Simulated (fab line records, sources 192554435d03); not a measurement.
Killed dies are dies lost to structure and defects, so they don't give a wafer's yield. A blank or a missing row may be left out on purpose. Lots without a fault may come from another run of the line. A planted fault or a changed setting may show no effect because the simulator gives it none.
A struck lot beside a sound one | flow n5_finfet | 39 steps out of a route of 1938
Sound: wafers L724.1, L724.2, L724.3. Struck: wafers L714.2, L714.3, L714.4. The cause comes at the end.
At each step with rows: each side's tool, then ch and its chambers, then its first start. Under that, the readings that differ: sound wafers | struck wafers | difference of the means | sigmas: that difference in standard deviations of wafers without a fault.
alike: readings whose means differ by less than 2 such deviations, and words and numbers that are the same on both sides. not compared: withheld readings, readings that some wafer has no value for, bounds like >300 that may hide the same value, and numbers for which the record gives no deviation and whose values overlap.
The two part at a step that has a row with sigmas, a row that says differs or no value, or rows on one side only. Numbers that don't overlap but have no deviation are shown without sigmas and don't part them. A reading that every wafer of one side lacks parts them only if that side has two wafers or more.

first, 11 steps without rows for these wafers: N5_FIN_SAQP_RECESS_63 (chemistry HF/NH3, target SiO2, target depth 18 nm, afs cycles 3, sublimation time 60 s); N5_FIN_SAQP_COAT_68 (time 60 s, resist thk 100 nm); N5_FIN_SAQP_ETCH_69 (etches SOC in N2/H2, stops on SiNx, target depth 150 nm); N5_FIN_SAQP_ETCH_67 (etches SiNx in CH3F/O2, target depth 30 nm); N5_FIN_SAQP_STRIP_70 (strips in N2/H2); N5_FIN_SAQP_RECESS_71 (chemistry HF/NH3, target SiO2, target depth 3 nm, afs cycles 1, sublimation time 60 s); N5_FIN_SAQP_SPACER2_ALD_28 (deposits SiO2, target thk 8.1 nm, pulse time 1 s, purge time 2 s); N5_FIN_SAQP_SPACER2_ETCHBACK_29 (etches SiO2 in CHF3/O2, target depth 12.2 nm, time 6.1 s); N5_FIN_SAQP_MANDREL2_REMOVE_60 (chemistry HBr/Cl2/O2, target a-Si, stops on SiNx, bt time 10 s); N5_FIN_SAQP_HM_OPEN_33 (chemistry CH3F/O2, target SiNx, target depth 49.4 nm, time 70.6 s); N5_FIN_SAQP_ETCH_34 (etches SiO2 in C4F6/O2, target depth 45 nm, time 15 s).
N5_FIN_SAQP_STRIP_77: strips in N2/H2, time 90 s.
  sound on rie_diel-01 ch 0,1,2, day 6 14:47; struck on rie_diel-01 ch 0,1,2, day 4 02:29
  no value came back on the struck wafers for any of 8 readings (bias_power_w (W), chamber_pressure_mTorr (mTorr) and others); on the sound wafers bias_power_w (W) reads 2.992 2.996 3.003
then, 5 steps without rows for these wafers: N5_FIN_SAQP_ETCH_64 (etches SiO2 in CF4, target depth 1.5 nm); N5_FIN_SAQP_FIN_ETCH_36 (etches the open film in HBr/Cl2/O2, target depth 120 nm, time 50.4 s); N5_FIN_SAQP_PRECLEAN_38 (cleans in O3/DIW, time 45 s); N5_FIN_SAQP_PRECLEAN_45 (cleans in dHF, time 10 s); N5_FIN_SAQP_SRD_39 (time 30 s).
N5_FIN_SAQP_INSPECT_40: inspects for defects (brightfield).
  sound on defect_inspect-01, day 6 15:14; struck on defect_inspect-01, day 4 02:56
  reading          | sound       | struck      | difference | sigmas
  raw_defect_count | 221 205 142 | 914 765 799 | +637       | +14
then, 9 steps without rows for these wafers: N5_FIN_CUT_COAT_18 (time 60 s, resist thk 230 nm); N5_FIN_CUT_COAT_19 (time 60 s, resist thk 20 nm); N5_FIN_CUT_COAT_29 (time 60 s, resist thk 10 nm); N5_FIN_CUT_COAT_02 (resist thk 30 nm); N5_FIN_CUT_EBR_04; N5_FIN_CUT_SOFTBAKE_03 (time 60 s); N5_FIN_CUT_EXPOSE_05 (exposes mask FIN CUT); N5_FIN_CUT_PEB_06 (peb time 60 s); N5_FIN_CUT_DEVELOP_07 (develop time 30 s).
N5_FIN_CUT_INSPECT_10: inspects for defects (brightfield).
  sound on defect_inspect-02, day 6 15:38; struck on defect_inspect-02, day 4 03:28
  reading          | sound    | struck      | difference | sigmas
  raw_defect_count | 42 37 19 | 236 230 205 | +191       | +22
then, 8 steps without rows for these wafers: N5_FIN_CUT_DESCUM_13 (chemistry O2, time 7 s); N5_FIN_CUT_ETCH_30 (etches underlayer in N2/H2, target depth 13 nm, time 10.4 s); N5_FIN_CUT_ETCH_20 (etches SiARC in CF4, target depth 26 nm, time 43.3 s); N5_FIN_CUT_ETCH_21 (etches SOC in N2/H2, target depth 219 nm, overetch 43.8 nm, time 523.5 s); N5_FIN_CUT_STRIP_23 (strips in N2/H2); N5_FIN_CUT_STRIP_31 (strips in N2/H2); N5_FIN_CUT_STRIP_24 (strips in CF4); N5_FIN_CUT_CUT_ETCH_26 (etches SiNx in CH3F/O2, target depth 39 nm, time 55.7 s).
N5_FIN_CUT_INSPECT_17: inspects for defects (brightfield).
  sound on defect_inspect-01, day 6 16:35; struck on defect_inspect-02, day 4 04:35
  reading          | sound       | struck      | difference | sigmas
  raw_defect_count | 219 190 135 | 894 756 803 | +636       | +13
-- the record jumps here: 6 days lie between the struck wafers' starts before and after (it left off in module FIN_CUT and takes up again in module BEOL_M4, whose first step shown is number 1111 of the route) --
N5_BEOL_M4_RC_MEAS_101:
  sound on prober-02 ch 0, day 12 17:07; struck on prober-02 ch 0, day 10 10:16
  alike: DIBL_N, DIBL_P, IOFF_N, IOFF_P, ION_N, ION_P, SS_N, SS_P, VT_N, VT_P
-- the record jumps here: 4 days lie between the struck wafers' starts before and after (it left off in module BEOL_M4 and takes up again in module PASSIVATION, whose first step shown is number 1936 of the route) --
N5_PASSIVATION_PROBE_49:
  the record has rows for the struck wafers here (prober-02, day 14 19:57) and none for the sound ones

WHERE THEY PART
First at N5_FIN_SAQP_STRIP_77; last, within this record, at N5_PASSIVATION_PROBE_49.

WHY: what the simulator had put in
Skipped step whole: rie_diel-01, from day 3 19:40 on, at N5_FIN_SAQP_STRIP_77. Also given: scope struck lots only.
